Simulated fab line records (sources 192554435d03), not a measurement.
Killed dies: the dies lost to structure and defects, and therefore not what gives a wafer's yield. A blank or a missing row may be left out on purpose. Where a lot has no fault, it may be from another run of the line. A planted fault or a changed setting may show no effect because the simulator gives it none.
fab line records | flow n5-finfet
[record] lots = 7 wafers = 39
route steps=1938 shown PMOS_HMC_CHANNEL_EPI@57 FIN_SAQP@130 SD_EPI_N@288 SD_ACTIVATION@330 HKMG_FIN@448 BEOL_M0_SAQP@692
start-h: start of the lot's first displayed wafer, in hours after the record's first day | wait-h: time in hours since the lot's previous step | " as in the row above | L1.1+2: a single row standing in for several wafers | - value missing, or start not given | * or withheld: withheld | < > ~ a bound
route shown NAME@n: names a module that has steps shown in the file, with the first one's number in the route | usual: mean/standard deviation taken from wafers without a fault | same: alike in all rows | chamber/n: place in a boat | sites: the reading at each site | _std_site: the standard deviation of these | _edge_site: outer sites' mean less inner sites' | radius-mm: how far each site lies from the wafer's centre | mask NAME#n: copy n | behind: the last tool/chamber to shape the wafer | hold: cause of the lot's hold/its duration in hours/its outcome | device: transistor that didn't switch, given as n, p or np | end of line: the route-end tests of the same wafers | where a step has no rows: the recipe by itself | killed: dies that structure and defects cost at the first sort, which is not the same as the wafer's yield | map: dies across one wafer; x = killed, . = not, _ = none there
set.NAME: the setting the step ran with; set.NAME@STEP: the setting that earlier step ran with | model.NAME: the simulator's own value behind a step, which no gauge read
lots where settings were altered on purpose, with a table for each step and a row for each wafer
[[steps]]
[step N5_PMOS_HMC_CHANNEL_EPI_HM_DEP_34]
[recipe] material = SiO2 target-thk-a = 360 temp-c = 400 precursor = TEOS/O2 pressure-torr = 6.5 rf-w = 900 teos-flow-sccm = 161.4 gas = O2 flow-sccm = 2650 time-s = 6.9
// columns lot.wafer tool chamber start-h wait-h set.time-s model.SiO2_of_PMOS_HMC_CHANNEL_EPI_HM_DEP_34.thk-nm
L074.1 pecvd-04 1 16.49 0.0 6.9 36.36
L074.2 " 0 " " 6.9 36.46
L074.3 " 2 " " 6.9 36.26
L074.4 " 1 " " 6.9 36.73
L074.5 " 2 " " 6.9 36.99
L074.6 " 0 " " 6.9 37.14
L077.1 pecvd-02 1 35.68 0.0 6.9 35.49
L077.2 " 0 " " 6.9 35.9
L077.3 " 0 " " 6.9 36.13
L077.4 " 1 " " 6.9 36.28
L077.5 " 0 " " 6.9 35.72
L077.6 " 1 " " 6.9 35.78
L080.1 pecvd-03 1 53.11 0.0 6.9 35.85
L080.2 " 2 " " 2.76 14.24
L080.3 " 0 " " 2.76 14.97
L080.4 " 0 " " 6.9 36.22
L080.5 " 1 " " 6.9 36.4
L080.6 " 2 " " 2.76 14.4
L081.1 pecvd-03 1 58.96 0.0 6.9 35.81
L081.2 " 0 " " 8.281 43.03
L081.3 " 2 " " 8.281 42.62
L081.4 " 0 " " 8.281 43.49
L081.5 " 1 " " 6.9 36.52
L081.6 " 2 " " 6.9 36.15
L085.1 pecvd-04 0 82.95 0.0 6.9 35.51
L085.2 " 2 " " 6.9 35.57
L085.3 " 1 " " 5.724 29.95
L085.4 " 1 " " 6.9 36
L085.5 " 0 " " 5.724 30.43
L085.6 " 2 " " 5.724 30.2
L095.2 pecvd-04 0 142.72 0.0 6.9 35.48
L095.3 " 2 " " 6.9 36.02
L095.6 " 0 " " 6.9 36.25
L097.1 pecvd-03 0 154.77 0.0 6.9 35.66
L097.2 " 1 " " 6.9 35.51
L097.3 " 2 " " 6.9 35.56
L097.4 " 0 " " 6.9 35.92
L097.5 " 2 " " 6.9 36.32
L097.6 " 1 " " 6.9 36.7
[step N5_PMOS_HMC_CHANNEL_EPI_COAT_31]
[recipe] resist = BARC temp-c = 205 time-s = 60 spin-rpm = 1500 resist-thk-nm = 66
[step N5_PMOS_HMC_CHANNEL_EPI_COAT_03]
[recipe] resist = CAR-ArF-block spin-rpm = 1500 resist-thk-nm = 205
[step N5_PMOS_HMC_CHANNEL_EPI_FIN_RECESS_16]
[recipe] chemistry = HBr/Cl2 target = Si mask-material = SiO2 target-depth-a = 540 time-s = 18 pressure-mtorr = 10 icp-w = 800 bias-w = 75 HBr_flow_sccm = 150 Cl2_flow_sccm = 80
[step N5_PMOS_HMC_CHANNEL_EPI_PRECLEAN_36]
[recipe] chemistry = O3/DIW time-s = 45 temp-c = 22 o3-ppm = 10
[step N5_PMOS_HMC_CHANNEL_EPI_PRECLEAN_18]
[recipe] chemistry = DHF time-s = 30 temp-c = 25 dilution = withheld
// columns lot.wafer tool chamber start-h wait-h set.time-s@PMOS_HMC_CHANNEL_EPI_HM_DEP_34 model.SiO2_of_PMOS_HMC_CHANNEL_EPI_HM_DEP_34.thk-nm
L074.1 wet-bench-02 6 17.43 0.0 6.9 25.28
L074.2 " 2 " " 6.9 25.44
L074.3 " 3 " " 6.9 24.9
L074.4 " 7 " " 6.9 25.41
L074.5 " 5 " " 6.9 25.98
L074.6 " 4 " " 6.9 26.04
L077.1 wet-bench-01 1 36.82 0.0 6.9 24.37
L077.2 " 5 " " 6.9 24.78
L077.3 " 6 " " 6.9 24.8
L077.4 " 4 " " 6.9 25.17
L077.5 " 2 " " 6.9 24.55
L077.6 " 3 " " 6.9 24.7
L080.1 wet-bench-04 7 54.17 0.0 6.9 24.72
L080.2 " 6 " " 2.76 3.445
L080.3 " 2 " " 2.76 3.835
L080.4 " 5 " " 6.9 25
L080.5 " 0 " " 6.9 25.3
L080.6 " 1 " " 2.76 3.611
L081.1 wet-bench-04 7 60.01 0.0 6.9 24.75
L081.2 " 1 " " 8.281 31.96
L081.3 " 2 " " 8.281 31.21
L081.4 " 3 " " 8.281 32.3
L081.5 " 4 " " 6.9 25.31
L081.6 " 0 " " 6.9 25.06
L085.1 wet-bench-01 6 84.48 0.0 6.9 24.39
L085.2 " 2 " " 6.9 24.38
L085.3 " 7 " " 5.724 18.68
L085.4 " 1 " " 6.9 24.85
L085.5 " 5 " " 5.724 19.28
L085.6 " 0 " " 5.724 19.08
L095.2 wet-bench-01 0 144.18 0.0 6.9 24.35
L095.3 " 1 " " 6.9 24.64
L095.6 " 2 " " 6.9 24.84
L097.1 wet-bench-02 2 156.05 0.0 6.9 24.35
L097.2 " 1 " " 6.9 24.44
L097.3 " 0 " " 6.9 24.53
L097.4 " 3 " " 6.9 24.73
L097.5 " 5 " " 6.9 25.22
L097.6 " 4 " " 6.9 25.64
[step N5_FIN_SAQP_ETCH_65]
[recipe] chemistry = CF4 target = SiO2 target-depth-a = 40 ion-energy-ev = 350 time-s = 4.4 pressure-mtorr = 10 icp-w = 800 bias-w = 400 cf4-flow-sccm = 80
// columns lot.wafer tool chamber start-h wait-h set.time-s model.etch.depth-nm
L074.1 rie-si-01 2 23.90 0.1 3.457 3.117
L074.2 " 1 " " 3.457 3.182
L074.3 " 0 " " 4.4 4.012
L074.4 " 3 " " 4.4 4.061
L074.5 " 0 " " 4.4 4
L074.6 " 1 " " 3.457 3.175
L077.1 rie-si-01 2 42.73 0.1 2.256 2.05
L077.2 " 1 " " 2.256 2.092
L077.3 " 3 " " 2.256 2.066
L077.4 " 3 " " 4.4 4.036
L077.5 " 1 " " 4.4 4.061
L077.6 " 2 " " 4.4 4.028
L080.1 rie-si-02 3 60.80 0.1 2.003 1.777
L080.2 " 2 " " 2.003 1.854
L080.3 " 0 " " 4.4 3.822
L080.4 " 1 " " 2.003 1.812
L080.5 " 1 " " 4.4 3.983
L080.6 " 2 " " 4.4 4.066
L081.1 rie-si-03 2 65.82 0.1 4.4 4.003
L081.2 " 0 " " 4.4 3.895
L081.3 " 3 " " 4.4 3.983
L081.4 " 1 " " 4.4 3.969
L081.5 " 1 " " 4.4 3.957
L081.6 " 2 " " 4.4 3.981
L085.1 rie-si-01 1 91.22 0.1 4.4 4.041
L085.2 " 2 " " 4.4 4.023
L085.3 " 0 " " 2.268 2.076
L085.4 " 3 " " 2.268 2.061
L085.5 " 1 " " 4.4 4.08
L085.6 " 0 " " 2.268 2.044
L095.2 rie-si-01 2 150.78 0.1 4.4 3.977
L095.3 " 0 " " 4.4 4.009
L095.6 " 0 " " 4.4 4.035
L097.1 rie-si-02 1 162.06 0.1 6.919 6.327
L097.2 " 3 " " 6.919 6.136
L097.3 " 2 " " 4.4 4.104
L097.4 " 0 " " 4.4 3.796
L097.5 " 2 " " 6.919 6.399
L097.6 " 1 " " 4.4 4.044
[step N5_SD_EPI_N_EPI_21]
[recipe] material = Si:P dopant = P temp-c = 680 pressure-torr = 255 time-s = 690
// columns lot.wafer tool chamber start-h wait-h set.epi-growth-time-s model.Si-P_of_SD_EPI_N_EPI_21.thk-nm
L074.1 epi-rpcvd-03 0 49.87 0.1 858.1 70
L074.2+3 " 0 " " 690 58.4
L074.4 " 0 " " 858.1 69.4
L074.5 " 0 " " 858.1 67.6
L074.6 " 0 " " 690 58.8
L077.1 epi-rpcvd-01 0 68.91 0.2 534.2 49.6
L077.2 " 0 " " 690 60.4
L077.3 " 0 " " 534.2 50
L077.4 " 0 " " 534.2 50.2
L077.5 " 0 " " 690 60
L077.6 " 0 " " 690 60.2
L080.1 epi-rpcvd-03 0 87.20 0.1 921.5 73.2
L080.2+6 " 0 " " 690 58.2
L080.3 " 0 " " 921.5 72.2
L080.4 " 0 " " 690 59.4
L080.5 " 0 " " 921.5 73
L081.1+6 epi-rpcvd-03 0 91.33 0.1 555.2 51.4
L081.2 " 0 " " 690 58.2
L081.3 " 0 " " 555.2 51
L081.4 " 0 " " 690 58.6
L081.5 " 0 " " 690 59
L085.1 epi-rpcvd-03 0 121.39 0.1 342.3 32.2
L085.2 " 0 " " 690 59.8
L085.3+5 " 0 " " 342.3 32
L085.4 " 0 " " 690 59
L085.6 " 0 " " 690 58.6
L095.2 epi-rpcvd-03 0 175.98 0.4 690 58.8
L095.3+6 " 0 " " 690 58.2
L097.1 epi-rpcvd-02 0 191.13 0.1 971.6 74.8
L097.2+3 " 0 " " 971.6 76
L097.4+5 " 0 " " 690 59.8
L097.6 " 0 " " 690 59.6
[step N5_SD_EPI_N_EPI_MEAS_23]
[recipe] mode = xrd
[usual] thk-nm = 59.0/1.2
// columns lot.wafer tool chamber start-h wait-h set.epi-growth-time-s@SD_EPI_N_EPI_21 thk-nm
L074.1 film-metro-02 - 51.60 1.5 858.1 71.4
L074.2 " - " " 690 58.3
L074.3 " - " " 690 59.5
L074.4 " - " " 858.1 70.2
L074.5 " - " " 858.1 68.6
L074.6 " - " " 690 57.3
L077.1 film-metro-02 - 71.21 1.9 534.2 49.4
L077.2 " - " " 690 60.6
L077.3 " - " " 534.2 49.5
L077.4 " - " " 534.2 50.2
L077.5 " - " " 690 61.0
L077.6 " - " " 690 59.7
L080.1 film-metro-02 - 88.91 1.4 921.5 73.9
L080.2 " - " " 690 58.0
L080.3 " - " " 921.5 73.2
L080.4 " - " " 690 57.9
L080.5 " - " " 921.5 72.2
L080.6 " - " " 690 58.5
L081.1 film-metro-01 - 93.05 1.4 555.2 50.5
L081.2 " - " " 690 57.2
L081.3 " - " " 555.2 51.2
L081.4 " - " " 690 57.5
L081.5 " - " " 690 60.0
L081.6 " - " " 555.2 51.8
L085.1 film-metro-02 - 123.11 1.4 342.3 32.9
L085.2 " - " " 690 60.4
L085.3 " - " " 342.3 32.9
L085.4 " - " " 690 58.6
L085.5 " - " " 342.3 32.2
L085.6 " - " " 690 57.3
L095.2 film-metro-02 - 177.42 1.2 690 57.3
L095.3 " - " " 690 58.5
L095.6 " - " " 690 59.5
L097.1 film-metro-02 - 192.85 1.4 971.6 74.6
L097.2 " - " " 971.6 75.9
L097.3 " - " " 971.6 77.9
L097.4 " - " " 690 61.0
L097.5 " - " " 690 59.5
L097.6 " - " " 690 61.1
[step N5_SD_EPI_N_PRECLEAN_24]
[recipe] chemistry = O3/DIW time-s = 60 temp-c = 22 o3-ppm = 10
// columns lot.wafer tool chamber start-h wait-h set.epi-growth-time-s@SD_EPI_N_EPI_21 model.Si-P_of_SD_EPI_N_EPI_21.thk-nm
L074.1 wet-bench-06 5 51.70 0.1 858.1 69.4
L074.2+3 " 4,3 " " 690 58
L074.4 " 6 " " 858.1 69
L074.5 " 7 " " 858.1 67.2
L074.6 " 2 " " 690 58.4
L077.1 wet-bench-03 1 71.24 0.0 534.2 49.4
L077.2 " 6 " " 690 60
L077.3+4 " 3,7 " " 534.2 49.8
L077.5 " 2 " " 690 59.6
L077.6 " 0 " " 690 59.8
L080.1 wet-bench-06 3 88.95 0.0 921.5 72.8
L080.2+6 " 0,7 " " 690 57.8
L080.3 " 5 " " 921.5 71.6
L080.4 " 4 " " 690 59
L080.5 " 6 " " 921.5 72.4
L081.1+6 wet-bench-05 4,7 93.09 0.0 555.2 51
L081.2 " 2 " " 690 57.8
L081.3 " 3 " " 555.2 50.6
L081.4 " 0 " " 690 58.2
L081.5 " 1 " " 690 58.6
L085.1+3+5 wet-bench-06 6,4,5 123.15 0.0 342.3 31.8
L085.2 " 3 " " 690 59.4
L085.4 " 1 " " 690 58.6
L085.6 " 2 " " 690 58.2
L095.2 wet-bench-06 0 177.46 0.0 690 58.4
L095.3+6 " 7,1 " " 690 57.8
L097.1 wet-bench-05 3 192.89 0.0 971.6 74.2
L097.2+3 " 4,1 " " 971.6 75.4
L097.4+5 " 0,7 " " 690 59.4
L097.6 " 2 " " 690 59.2
[step N5_SD_EPI_N_SRD_25]
[recipe] time-s = 30 temp-c = 23 rinse-liquid = diw dry = ipa-marangoni
[step N5_SD_EPI_N_PRECLEAN_49]
[recipe] chemistry = NF3:NH3 afs-cycles = 1 temp-c = 30 time-s = 20 sublimation-temp-c = 180 sublimation-time-s = 60 pressure-torr = 3 rf-power-w = 30
[step N5_SD_ACTIVATION_RTA_00]
[recipe] temp-c = 975 time-s = 0 ambient = N2 idle-temp-c = 600 ramp-up-c-per-s = 150 ramp-down-c-per-s = 60 cool-to-c = 600
[step N5_SD_ACTIVATION_LSA_01]
[recipe] temp-c = 1080 time-s = 0.0008 ambient = N2
[step N5_SD_ACTIVATION_RS_MEAS_03]
[recipe] thk-meas-gauge = four-point-probe
[usual] RS_SD_N = 21.9/0.31 RS_SD_P = 56.4/0.91
// columns lot.wafer tool chamber start-h wait-h set.epi-growth-time-s@SD_EPI_N_EPI_21 RS_SD_N[ohm/sq] RS_SD_P[ohm/sq]
L074.1 film-metro-01 - 56.73 0.2 858.1 18.5 56.7
L074.2 " - " " 690 22.2 55.6
L074.3 " - " " 690 22.2 56.0
L074.4 " - " " 858.1 18.7 56.4
L074.5 " - " " 858.1 19.1 56.6
L074.6 " - " " 690 21.9 55.5
L077.1 film-metro-01 - 76.43 0.2 534.2 26.1 56.0
L077.2 " - " " 690 21.3 55.7
L077.3 " - " " 534.2 25.5 55.5
L077.4 " - " " 534.2 25.8 55.4
L077.5 " - " " 690 21.5 55.9
L077.6 " - " " 690 21.4 54.6
L080.1 film-metro-01 - 95.34 0.2 921.5 17.6 56.7
L080.2 " - " " 690 22.3 57.6
L080.3 " - " " 921.5 17.9 57.2
L080.4 " - " " 690 21.6 57.4
L080.5 " - " " 921.5 17.6 58.6
L080.6 " - " " 690 22.0 57.3
L081.1 film-metro-01 - 99.41 0.2 555.2 25.1 56.9
L081.2 " - " " 690 22.3 57.2
L081.3 " - " " 555.2 25.4 57.3
L081.4 " - " " 690 22.2 57.2
L081.5 " - " " 690 21.9 56.7
L081.6 " - " " 555.2 25.2 56.6
L085.1 film-metro-01 - 128.43 0.2 342.3 40.0 58.2
L085.2 " - " " 690 21.6 56.1
L085.3 " - " " 342.3 40.0 56.9
L085.4 " - " " 690 21.9 57.4
L085.5 " - " " 342.3 40.1 57.5
L085.6 " - " " 690 21.8 57.1
L095.2 film-metro-01 - 182.64 0.2 690 22.0 57.1
L095.3 " - " " 690 22.4 55.7
L095.6 " - " " 690 22.4 56.1
L097.1 film-metro-01 - 198.35 0.2 971.6 17.3 55.3
L097.2 " - " " 971.6 17.0 55.5
L097.3 " - " " 971.6 17.1 55.6
L097.4 " - " " 690 21.5 56.4
L097.5 " - " " 690 21.8 54.7
L097.6 " - " " 690 21.8 55.3
[step N5_HKMG_FIN_NWFM_ALD_20]
[recipe] material = TiAlC target-thk-a = 20 temp-c = 300 ald-precursor-family = TiCl4 ald-co-reactant = TEA pulse-time-s = 3 purge-time-s = 2 co-reactant-purge-time-s = 2 co-reactant-pulse-time-s = 10 ald-cycles = 7 pressure-torr = 3
// columns lot.wafer tool chamber start-h wait-h set.ald-cycles model.TiAlC_of_HKMG_FIN_NWFM_ALD_20.thk-nm
L074.1+3+6 ald-metal-01 3,2,0 75.86 0.3 3 0.8
L074.2+4+5 " 0,1,1 " " 7 2
L077.1+2+3+4+5+6 ald-metal-02 2,1,3,0,3,0 94.62 0.3 7 2
L080.1+3+4 ald-metal-04 2,0,3 114.51 0.3 7 2
L080.2+5+6 " 1,3,0 " " 10 2.8
L081.1+2+3+4+5+6 ald-metal-01 0,3,2,1,2,3 120.03 0.3 7 2
L085.1+4+5 ald-metal-01 2,1,0 146.99 0.3 3 0.8
L085.2+3+6 " 0,3,1 " " 7 2
L095.2+3+6 ald-metal-02 1,3,1 203.97 0.3 7 2
L097.1+5+6 ald-metal-02 0,3,2 216.70 0.3 5 1.4
L097.2+3+4 " 2,1,3 " " 7 2
[step N5_BEOL_M0_SAQP_DESCUM_45]
[recipe] chemistry = O2 time-s = 7 source-power-w = 50 bias-power-w = 20 pressure-mtorr = 20 rf-frequency-hz = 2.712e+07 temp-c = 40 resist = CAR-EUV o2-flow-sccm = 225
// columns lot.wafer tool chamber start-h wait-h set.time-s model.CAR-EUV_of_BEOL_M0_SAQP_COAT_34.thk-nm
L074.1 rie-diel-04 3 111.67 0.0 5.855 26.8
L074.2 " 2 " " 7 26
L074.3+5 " 0,3 " " 7 26.2
L074.4+6 " 1,2 " " 5.855 26.6
L077.1+6 rie-diel-05 3,0 129.38 0.2 3.063 28.2
L077.2+3+5 " 2,1,1 " " 7 26
L077.4 " 0 " " 3.063 28
L080.1 rie-diel-04 3 149.90 0.0 7 26
L080.2+4+5 " 1,0,3 " " 4.52 27.4
L080.3+6 " 2,0 " " 7 26.2
L081.1+6 rie-diel-04 2,3 153.30 0.0 7 26
L081.2+3+4+5 " 1,3,1,2 " " 7 26.2
L085.1 rie-diel-02 0 179.54 0.0 9.995 24.8
L085.2+4 " 3,1 " " 7 26.2
L085.3+6 " 2 " " 9.995 24.6
L085.5 " 3 " " 7 26
L095.2 rie-diel-02 2 239.12 0.1 7 26
L095.3+6 " 3 " " 7 26.2
L097.1+2 rie-diel-05 3,2 251.22 0.0 7 26
L097.3+5+6 " 1,3,2 " " 9.117 25
L097.4 " 0 " " 7 25.8
[[key]]
[split] step = N5_PMOS_HMC_CHANNEL_EPI_HM_DEP_34 setting = time-s stated = 6.9 by = wafer
[response] step = N5_PMOS_HMC_CHANNEL_EPI_HM_DEP_34 reading = model.SiO2_of_PMOS_HMC_CHANNEL_EPI_HM_DEP_34.thk-nm change = +0.356 per = 1% r = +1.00
[response] step = N5_PMOS_HMC_CHANNEL_EPI_PRECLEAN_18 reading = model.SiO2_of_PMOS_HMC_CHANNEL_EPI_HM_DEP_34.thk-nm change = +0.352 per = 1% r = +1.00
[split] step = N5_FIN_SAQP_ETCH_65 setting = time-s stated = 4.4 by = wafer
[response] step = N5_FIN_SAQP_ETCH_65 reading = model.etch.depth-nm change = +0.0402 per = 1% r = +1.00
[split] step = N5_SD_EPI_N_EPI_21 setting = epi-growth-time-s stated = 690 by = wafer
[response] step = N5_SD_EPI_N_EPI_21 reading = model.Si-P_of_SD_EPI_N_EPI_21.thk-nm change = +0.457 per = 1% r = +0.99
[response] step = N5_SD_EPI_N_EPI_MEAS_23 reading = thk-nm change = * per = 1% r = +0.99
[response] step = N5_SD_EPI_N_PRECLEAN_24 reading = model.Si-P_of_SD_EPI_N_EPI_21.thk-nm change = +0.454 per = 1% r = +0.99
[response] step = N5_SD_ACTIVATION_RS_MEAS_03 reading = RS_SD_N change = -0.218 per = 1% r = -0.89
[split] step = N5_HKMG_FIN_NWFM_ALD_20 setting = ald-cycles stated = 7 by = wafer
[response] step = N5_HKMG_FIN_NWFM_ALD_20 reading = model.TiAlC_of_HKMG_FIN_NWFM_ALD_20.thk-nm change = +0.0205 per = 1% r = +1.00
[split] step = N5_BEOL_M0_SAQP_DESCUM_45 setting = time-s stated = 7 by = wafer
[response] step = N5_BEOL_M0_SAQP_DESCUM_45 reading = model.CAR-EUV_of_BEOL_M0_SAQP_COAT_34.thk-nm change = -0.0356 per = 1% r = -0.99
